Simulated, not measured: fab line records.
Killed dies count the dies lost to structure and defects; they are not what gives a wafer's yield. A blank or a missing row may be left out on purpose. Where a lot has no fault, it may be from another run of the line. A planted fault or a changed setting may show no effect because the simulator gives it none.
Which tool is to blame? | flow n5_finfet | 12 lots with 35 wafers sampled at 5 steps, on a route of 1938 steps

## WHAT THE GAUGES READ, wafer by wafer
The record holds no reading of a measuring or inspecting step that can be judged against a usual standard deviation.

## EACH LOT AND THE TOOL THAT RAN IT (in order: tool; ch and the chambers of the sampled wafers; start)
lot  | N5_BEOL_M4_ANNEAL_91         | N5_BEOL_M4_SPUTTER_96        | N5_BEOL_M4_CMP_52             | N5_BEOL_M4_PRE_CLEAN_60          | N5_PASSIVATION_PROBE_49
L880 | pvd_sputter-03, day 8 16:19  | pvd_sputter-03, day 8 16:54  | cmp-03 ch 0,1,3, day 8 17:28  | cvd_co-02 ch 0,1,2, day 8 17:44  | -
L882 | pvd_sputter-02, day 9 06:33  | pvd_sputter-02, day 9 07:08  | cmp-03 ch 0,1, day 9 07:40    | cvd_co-01 ch 0,2, day 9 07:58    | -
L883 | pvd_sputter-03, day 9 06:43  | pvd_sputter-03, day 9 07:17  | cmp-02 ch 0,1, day 9 07:47    | cvd_co-01 ch 0,1,2, day 9 08:07  | -
L887 | pvd_sputter-01, day 9 23:06  | pvd_sputter-01, day 9 23:44  | cmp-02 ch 0,2,3, day 10 00:19 | cvd_co-02 ch 0,1, day 10 00:34   | -
L888 | pvd_sputter-01, day 10 08:20 | pvd_sputter-01, day 10 09:00 | cmp-04 ch 0,1,2, day 10 09:37 | cvd_co-02 ch 1,2, day 10 09:50   | -
L886 | pvd_sputter-01, day 10 11:50 | pvd_sputter-01, day 10 12:29 | cmp-04 ch 0,2,3, day 10 13:04 | cvd_co-01 ch 0,1, day 10 13:24   | prober-02, day 15 01:02
L889 | pvd_sputter-02, day 10 15:44 | pvd_sputter-02, day 10 16:19 | cmp-04 ch 0,1,2, day 10 17:42 | cvd_co-02 ch 0,2, day 10 18:02   | -
L891 | pvd_sputter-02, day 11 07:02 | pvd_sputter-02, day 11 07:37 | cmp-04 ch 0,3, day 11 08:07   | cvd_co-02 ch 0,2, day 11 08:26   | -
L897 | pvd_sputter-01, day 12 15:32 | pvd_sputter-01, day 12 16:07 | cmp-04 ch 0,3, day 12 17:04   | cvd_co-01 ch 0,1,2, day 12 17:22 | prober-02, day 17 13:44
L899 | pvd_sputter-03, day 12 18:38 | pvd_sputter-03, day 12 19:13 | cmp-04 ch 1,2, day 12 19:43   | cvd_co-02 ch 2, day 12 20:02     | -
L903 | pvd_sputter-02, day 13 23:11 | pvd_sputter-02, day 13 23:46 | cmp-03 ch 2,3, day 14 00:18   | cvd_co-02 ch 0,2, day 14 00:37   | -
L902 | pvd_sputter-03, day 14 02:31 | pvd_sputter-03, day 14 03:10 | cmp-03 ch 1,2, day 14 03:40   | cvd_co-02 ch 0,1, day 14 04:00   | -
- N5_BEOL_M4_ANNEAL_91: time 240 s.
- N5_BEOL_M4_SPUTTER_96: material Cu, target thk 4.5 nm, time 8.29 s.
- N5_BEOL_M4_CMP_52: polishes, stops on SiOC, t overpolish 6.8 s, target thk 40 nm.
- N5_BEOL_M4_PRE_CLEAN_60: time 15 s.
- N5_PASSIVATION_PROBE_49

## WHAT THE TOOLS THEMSELVES READ (means of the sampled wafers that have a number; where no wafer has one, the mark that the record gives instead)
N5_BEOL_M4_ANNEAL_91.
lot  | tool           | heater_power_w (W)
L880 | pvd_sputter-03 | 795
L882 | pvd_sputter-02 | 774
L883 | pvd_sputter-03 | 792
L887 | pvd_sputter-01 | 893
L888 | pvd_sputter-01 | 811
L886 | pvd_sputter-01 | 847
L889 | pvd_sputter-02 | 772
L891 | pvd_sputter-02 | 802
L897 | pvd_sputter-01 | 843
L899 | pvd_sputter-03 | 802
L903 | pvd_sputter-02 | 826
L902 | pvd_sputter-03 | 766

N5_BEOL_M4_SPUTTER_96.
lot  | tool           | throttle_valve_pct (%)
L880 | pvd_sputter-03 | 29.9
L882 | pvd_sputter-02 | 31.0
L883 | pvd_sputter-03 | 30.8
L887 | pvd_sputter-01 | 30.3
L888 | pvd_sputter-01 | 30.2
L886 | pvd_sputter-01 | 30.6
L889 | pvd_sputter-02 | 29.9
L891 | pvd_sputter-02 | 30.5
L897 | pvd_sputter-01 | 30.4
L899 | pvd_sputter-03 | 30.7
L903 | pvd_sputter-02 | 30.1
L902 | pvd_sputter-03 | 30.0

N5_BEOL_M4_CMP_52.
lot  | tool   | barrier_field_endpoint_s (s) | clearing_platen_rpm (rpm) | edge_zone_pressure_frac | motor_current_A (A) | overpolish_run_s (s) | time_to_endpoint_s (s)
L880 | cmp-03 | 25.0                         | 49.983                    | 1.000                   | 6.3                 | 6.800                | 62.9
L882 | cmp-03 | 25.3                         | 50.004                    | 1.000                   | 5.7                 | 6.809                | 65.1
L883 | cmp-02 | 24.7                         | 49.972                    | 0.998                   | 6.7                 | 6.794                | 60.1
L887 | cmp-02 | 25.2                         | 50.004                    | 1.005                   | 6.5                 | 6.800                | 65.1
L888 | cmp-04 | 24.8                         | 50.025                    | 0.997                   | 5.9                 | 6.800                | 60.7
L886 | cmp-04 | 24.8                         | 49.989                    | 1.000                   | 6.4                 | 6.805                | 62.8
L889 | cmp-04 | 24.7                         | 50.011                    | 1.003                   | 5.7                 | 6.806                | 63.6
L891 | cmp-04 | 24.8                         | 49.969                    | 1.002                   | 7.1                 | 6.798                | 62.2
L897 | cmp-04 | 20.9                         | 50.034                    | 0.999                   | 6.3                 | 6.794                | 50.7
L899 | cmp-04 | 19.4                         | 50.040                    | 1.003                   | 5.6                 | 6.790                | 49.5
L903 | cmp-03 | 25.0                         | 49.974                    | 0.995                   | 6.9                 | 6.803                | 60.1
L902 | cmp-03 | 25.2                         | 50.003                    | 0.998                   | 6.5                 | 6.788                | 64.3

N5_BEOL_M4_PRE_CLEAN_60.
lot  | tool      | heater_power_w (W)
L880 | cvd_co-02 | 84
L882 | cvd_co-01 | 86
L883 | cvd_co-01 | 87
L887 | cvd_co-02 | 79
L888 | cvd_co-02 | 83
L886 | cvd_co-01 | 98
L889 | cvd_co-02 | 92
L891 | cvd_co-02 | 85
L897 | cvd_co-01 | 88
L899 | cvd_co-02 | 94
L903 | cvd_co-02 | 91
L902 | cvd_co-02 | 80

N5_PASSIVATION_PROBE_49.
lot  | tool      | defect_limited_yield (%) | killed_at_M0_to_M3 | killed_at_M4_up | killed_at_contacts | killed_at_front_end | killed_at_other | killed_dies | killed_open | killed_short | sort_bin_4_leakage (%) | sort_bin_5_function (%) | sort_bin_6_memory (%) | sort_n_pass | sort_yield_pct (%)
L886 | prober-02 | 91.5                     | 33                 | 13              | 14                 | 34                  | 7               | 101         | 60          | 38           | 0.00                   | 4.7                     | 3.3                   | 1079        | 91.5
L897 | prober-02 | 89.1                     | 37                 | 21              | 8                  | 58                  | 5               | 128         | 84          | 41           | 0.00                   | 6.4                     | 3.7                   | 1052        | 89.1

## THE ANSWER, worked out from the rows above alone
Rule: the lots themselves supply what counts as usual. The widest of any qualifying gaps counts: lots, ordered by their means at a reading, are off when they make up no more than a third of the lots, leave a main group of 4 or more, and stand apart from it by 3 or more times the standard deviation of that group's means. The tables above print the reading to a certain number of digits; a main group whose means all agree to those digits is not used. Also off: a lot with no number at a reading for which 4 or more lots have one. The other lots that the step has rows for count as sound. Order of review: gauges by route order, followed by the tools' own readings, for which a lot's mean as printed above is used. The first step at which some lot is off is used, and at that step the reading that is off furthest; a lot without a number counts as furthest.
Off: L897, L899, at N5_BEOL_M4_CMP_52 (barrier_field_endpoint_s). Mean 24.9 s and standard deviation 0.21 in the main group.
If a tool, at that step or one of the process steps before it, ran each lot that is off and ran no sound lot following the first of them, it fits. One fits: N5_BEOL_M4_CMP_52 on cmp-04. A fault onset in the window from L891 (day 11 08:07, its last sound lot) to L897 (day 12 17:04, its first lot off) fits.
The tool's own readings at N5_BEOL_M4_CMP_52 bear it out: on the lots that are off they differ by more than 5 times the standard deviation of the sound lots' means. barrier_field_endpoint_s reads 20.1 s there against 24.9 s on the sound lots; time_to_endpoint_s reads 50.1 s there against 62.7 s on the sound lots.

## WHAT THE SIMULATOR HAD INSERTED
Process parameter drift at N5_BEOL_M4_CMP_52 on cmp-04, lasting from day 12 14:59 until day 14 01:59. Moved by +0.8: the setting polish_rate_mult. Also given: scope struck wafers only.
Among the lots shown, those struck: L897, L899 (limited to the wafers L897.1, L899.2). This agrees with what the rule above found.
